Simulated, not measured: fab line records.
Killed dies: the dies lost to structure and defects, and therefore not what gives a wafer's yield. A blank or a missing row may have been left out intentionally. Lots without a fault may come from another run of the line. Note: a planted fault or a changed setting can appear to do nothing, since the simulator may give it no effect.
Which tool was responsible? | flow nand_harc | 12 lots, 34 wafers sampled, at 5 steps of a route of 1302

== WHAT EACH GAUGE READ, for each wafer ==
NHARC_END_SORT_01. Usual: killed_at_array 53, standard deviation 19; killed_at_other 0.7, standard deviation 1.1; killed_at_periphery 4.2, standard deviation 2.7; killed_dies 58, standard deviation 18; killed_open 3.1, standard deviation 1.9; killed_short 2.5, standard deviation 1.6.
lot  | measured     | on        | killed_at_array | killed_at_other | killed_at_periphery | killed_dies | killed_open | killed_short | flag
L601 | day 27 13:58 | prober-02 | 41 665          | 2 5             | 8 7                 | 51 677      | 0 3         | 1 2          | OFF
L605 | day 28 15:17 | prober-01 | 90 84 89        | 2 1 2           | 8 9 4               | 100 94 95   | 4 2 1       | 3 0 3        |
L603 | day 28 16:03 | prober-02 | 38 675          | 0 1             | 8 1                 | 46 677      | 2 1         | 4 1          | OFF

== TOOL THAT RAN EACH LOT (tool first, then ch and the chambers of the sampled wafers, then the start) ==
lot  | NHARC_A_CONTACT_ETCH_48            | NHARC_A_CONTACT_ETCH_51            | NHARC_A_CONTACT_ETCH_115             | NHARC_A_CONTACT_ETCH_116
L593 | rie_diel-01 ch 0,3, day 20 13:18   | rie_diel-01 ch 1,2, day 20 13:50   | har_cap_etch-03 ch 0,1, day 20 15:46 | har_cap_etch-03 ch 0,1, day 20 15:56
L595 | rie_diel-06 ch 0,3, day 21 21:12   | rie_diel-06 ch 0,1, day 21 21:43   | har_cap_etch-02 ch 0,1, day 21 23:38 | har_cap_etch-02 ch 0,1, day 21 23:49
L596 | rie_diel-04 ch 2,3, day 22 01:34   | rie_diel-04 ch 1,2,3, day 22 02:10 | har_cap_etch-02 ch 0,1, day 22 04:05 | har_cap_etch-02 ch 0,1, day 22 04:15
L597 | rie_diel-06 ch 0,1,3, day 22 23:41 | rie_diel-06 ch 0,1,2, day 23 00:13 | har_cap_etch-02 ch 0,1, day 23 02:08 | har_cap_etch-02 ch 0,1, day 23 02:19
L601 | rie_diel-04 ch 0,2, day 24 12:49   | rie_diel-04 ch 0, day 24 13:28     | har_cap_etch-03 ch 0,1, day 24 15:18 | har_cap_etch-03 ch 0,1, day 24 15:29
L605 | rie_diel-06 ch 1,3, day 25 17:44   | rie_diel-06 ch 0,1,3, day 25 18:30 | har_cap_etch-01 ch 1, day 25 20:10   | har_cap_etch-01 ch 1, day 25 20:20
L603 | rie_diel-04 ch 2,3, day 25 17:53   | rie_diel-04 ch 1,2, day 25 18:24   | har_cap_etch-02 ch 0,1, day 25 20:33 | har_cap_etch-02 ch 0,1, day 25 20:43
L609 | rie_diel-01 ch 0,1,2, day 27 15:48 | rie_diel-01 ch 1,2,3, day 27 16:27 | har_cap_etch-02 ch 0,1, day 27 18:17 | har_cap_etch-02 ch 0,1, day 27 18:28
L612 | rie_diel-06 ch 0,1,2, day 28 22:30 | rie_diel-06 ch 0,1,2, day 28 23:09 | har_cap_etch-02 ch 0,1, day 29 00:56 | har_cap_etch-02 ch 0,1, day 29 01:07
L611 | rie_diel-04 ch 0,3, day 29 01:28   | rie_diel-04 ch 2,3, day 29 01:59   | har_cap_etch-03 ch 0,1, day 29 03:55 | har_cap_etch-03 ch 0,1, day 29 04:05
L615 | rie_diel-04 ch 2,3, day 30 10:50   | rie_diel-04 ch 0,2, day 30 11:21   | har_cap_etch-03 ch 0,1, day 30 13:31 | har_cap_etch-03 ch 0,1, day 30 13:44
L616 | rie_diel-06 ch 0,1,3, day 30 21:34 | rie_diel-06 ch 0,1, day 30 22:16   | har_cap_etch-02 ch 0,1, day 31 00:08 | har_cap_etch-02 ch 0,1, day 31 00:19
- NHARC_A_CONTACT_ETCH_48: etches the open film in CF4, target depth 39 nm, time 65 s.
- NHARC_A_CONTACT_ETCH_51: etches the open film in O2/COS, target depth 7000 nm, time 1820 s.
- NHARC_A_CONTACT_ETCH_115: etches the open film in C4F8/O2/Ar, time 190 s, target depth 1850 nm.
- NHARC_A_CONTACT_ETCH_116: etches the open film in C4F8/O2/Ar, time 190 s, target depth 1850 nm.

== AS READ BY THE TOOLS THEMSELVES (means over the sampled wafers that have a number; for cases with no such wafer, the mark the record gives instead) ==
NHARC_A_CONTACT_ETCH_48. Usual: drypump_motor_current_A 5.8 A, standard deviation 0.53; oes_product_au 1.000 a.u., standard deviation 0.011; rf_vpp_V 151.1 V, standard deviation 1.2; run_length_s 86.1 s, standard deviation 0.38; showerhead_plenum_p_Torr 1.76 Torr, standard deviation 0.075; throttle_valve_pct 13.283 %, standard deviation 0.0093.
lot  | tool        | drypump_motor_current_A (A) | oes_product_au (a.u.) | rf_vpp_V (V) | run_length_s (s) | showerhead_plenum_p_Torr (Torr) | throttle_valve_pct (%) | flag
L593 | rie_diel-01 | 5.1                         | 0.996                 | 150.7        | 85.8             | 1.71                            | 13.293                 |
L595 | rie_diel-06 | 6.2                         | 0.997                 | 153.2        | 86.1             | 1.88                            | 13.277                 |
L596 | rie_diel-04 | 5.7                         | 0.993                 | 150.2        | 86.2             | 1.68                            | 13.281                 |
L597 | rie_diel-06 | 5.9                         | 1.008                 | 151.4        | 85.9             | 1.85                            | 13.281                 |
L601 | rie_diel-04 | 6.2                         | 1.002                 | 150.7        | 86.0             | 1.75                            | 13.281                 |
L605 | rie_diel-06 | 5.8                         | 1.000                 | 152.9        | 86.1             | 1.83                            | 13.277                 |
L603 | rie_diel-04 | 5.7                         | 0.977                 | 149.5        | 86.2             | 1.67                            | 13.290                 |
L609 | rie_diel-01 | 6.0                         | 0.997                 | 150.9        | 86.2             | 1.75                            | 13.280                 |
L612 | rie_diel-06 | 5.4                         | 0.993                 | 151.2        | 86.2             | 1.77                            | 13.288                 |
L611 | rie_diel-04 | 6.3                         | 1.007                 | 150.5        | 85.9             | 1.79                            | 13.289                 |
L615 | rie_diel-04 | 5.8                         | 0.995                 | 149.4        | 86.6             | 1.66                            | 13.285                 |
L616 | rie_diel-06 | 5.9                         | 0.998                 | 152.5        | 85.9             | 1.82                            | 13.287                 |

NHARC_A_CONTACT_ETCH_51. Usual: for cos_flow_sccm, 20.00 sccm with a standard deviation of 0.061; for drypump_motor_current_A, 5.8 A with a standard deviation of 0.52; for oes_product_au, 0.999 a.u. with a standard deviation of 0.011; for rf_vpp_V, 313.8 V with a standard deviation of 2; for run_length_s, 1841.1 s with a standard deviation of 0.37; for showerhead_plenum_p_Torr, 3.10 Torr with a standard deviation of 0.13; for throttle_valve_pct, 28.330 % with a standard deviation of 0.0095.
lot  | tool        | cos_flow_sccm (sccm) | drypump_motor_current_A (A) | oes_product_au (a.u.) | rf_vpp_V (V) | run_length_s (s) | showerhead_plenum_p_Torr (Torr) | throttle_valve_pct (%) | flag
L593 | rie_diel-01 | 19.97                | 6.4                         | 0.998                 | 314.3        | 1841.3           | 3.13                            | 28.325                 |
L595 | rie_diel-06 | 19.91                | 5.5                         | 0.997                 | 314.2        | 1840.8           | 3.20                            | 28.324                 |
L596 | rie_diel-04 | 20.04                | 5.8                         | 0.994                 | 312.5        | 1841.3           | 2.97                            | 28.322                 |
L597 | rie_diel-06 | 19.97                | 5.4                         | 1.012                 | 314.4        | 1841.0           | 3.15                            | 28.335                 |
L601 | rie_diel-04 | 20.00                | 6.6                         | 1.016                 | 316.4        | 1575.3           | 3.26                            | 28.332                 | OFF
L605 | rie_diel-06 | 20.00                | 5.8                         | 0.991                 | 316.5        | 1840.8           | 3.24                            | 28.327                 |
L603 | rie_diel-04 | 20.01                | 5.9                         | 1.003                 | 311.7        | 1575.9           | 2.96                            | 28.337                 | OFF
L609 | rie_diel-01 | 19.98                | 5.8                         | 1.001                 | 313.0        | 1841.5           | 3.04                            | 28.332                 |
L612 | rie_diel-06 | 19.96                | 5.4                         | 1.000                 | 314.2        | 1840.9           | 3.13                            | 28.334                 |
L611 | rie_diel-04 | 20.03                | 5.8                         | 0.985                 | 311.5        | 1841.2           | 2.93                            | 28.325                 |
L615 | rie_diel-04 | 19.99                | 6.1                         | 1.006                 | 312.6        | 1841.4           | 3.02                            | 28.337                 |
L616 | rie_diel-06 | 19.97                | 5.6                         | 0.990                 | 315.4        | 1840.8           | 3.16                            | 28.340                 |

NHARC_A_CONTACT_ETCH_115. Usual: oes_air_line_au at 1.001 a.u., with a standard deviation of 0.021.
lot  | tool            | oes_air_line_au (a.u.) | flag
L593 | har_cap_etch-03 | 0.997                  |
L595 | har_cap_etch-02 | 1.017                  |
L596 | har_cap_etch-02 | 1.004                  |
L597 | har_cap_etch-02 | 0.990                  |
L601 | har_cap_etch-03 | 1.028                  |
L605 | har_cap_etch-01 | 1.018                  |
L603 | har_cap_etch-02 | 1.006                  |
L609 | har_cap_etch-02 | 1.005                  |
L612 | har_cap_etch-02 | 0.980                  |
L611 | har_cap_etch-03 | 0.985                  |
L615 | har_cap_etch-03 | 1.016                  |
L616 | har_cap_etch-02 | 0.986                  |

NHARC_A_CONTACT_ETCH_116. Usual: oes_air_line_au at 1.000 a.u., with a standard deviation of 0.021.
lot  | tool            | oes_air_line_au (a.u.) | flag
L593 | har_cap_etch-03 | 1.010                  |
L595 | har_cap_etch-02 | 0.994                  |
L596 | har_cap_etch-02 | 0.994                  |
L597 | har_cap_etch-02 | 1.016                  |
L601 | har_cap_etch-03 | 1.002                  |
L605 | har_cap_etch-01 | 0.988                  |
L603 | har_cap_etch-02 | 1.006                  |
L609 | har_cap_etch-02 | 0.998                  |
L612 | har_cap_etch-02 | 0.953                  |
L611 | har_cap_etch-03 | 0.998                  |
L615 | har_cap_etch-03 | 1.003                  |
L616 | har_cap_etch-02 | 1.002                  |

== THE ANSWER, worked out from the rows above alone ==
Rule: take the mean of a lot's wafers that have a number; if it is more than 3 standard deviations from the usual mean, the lot is off. Also off: a lot with no number at a reading for which 4 or more lots have one. All remaining lots with rows at the step are treated as sound. First the gauges in route order, then the tools' own readings, where a lot's mean is used as printed above. At the first step where some lot is off, the reading lying furthest off is the one used; lots without a number count as furthest.
Off: L601, L603 (NHARC_END_SORT_01, killed_dies). Neither off nor sound, because the step has no rows for them: L593, L595, L596, L597, L609, L612, L611, L615, L616.
A tool fits if, at a process step before that reading, it ran every lot that is off, and no sound lot after the first of them. The gauges at NHARC_END_SORT_01 aren't tried: what is off there is off at NHARC_A_CONTACT_ETCH_51 too, on other tools, and a gauge's error can't cause that. One fits: rie_diel-04 at NHARC_A_CONTACT_ETCH_48 and NHARC_A_CONTACT_ETCH_51. It ran no sound lot before its first lot that is off in this sample, so the start can't be narrowed down.

== WHAT HAD BEEN PUT IN BY THE SIMULATOR ==
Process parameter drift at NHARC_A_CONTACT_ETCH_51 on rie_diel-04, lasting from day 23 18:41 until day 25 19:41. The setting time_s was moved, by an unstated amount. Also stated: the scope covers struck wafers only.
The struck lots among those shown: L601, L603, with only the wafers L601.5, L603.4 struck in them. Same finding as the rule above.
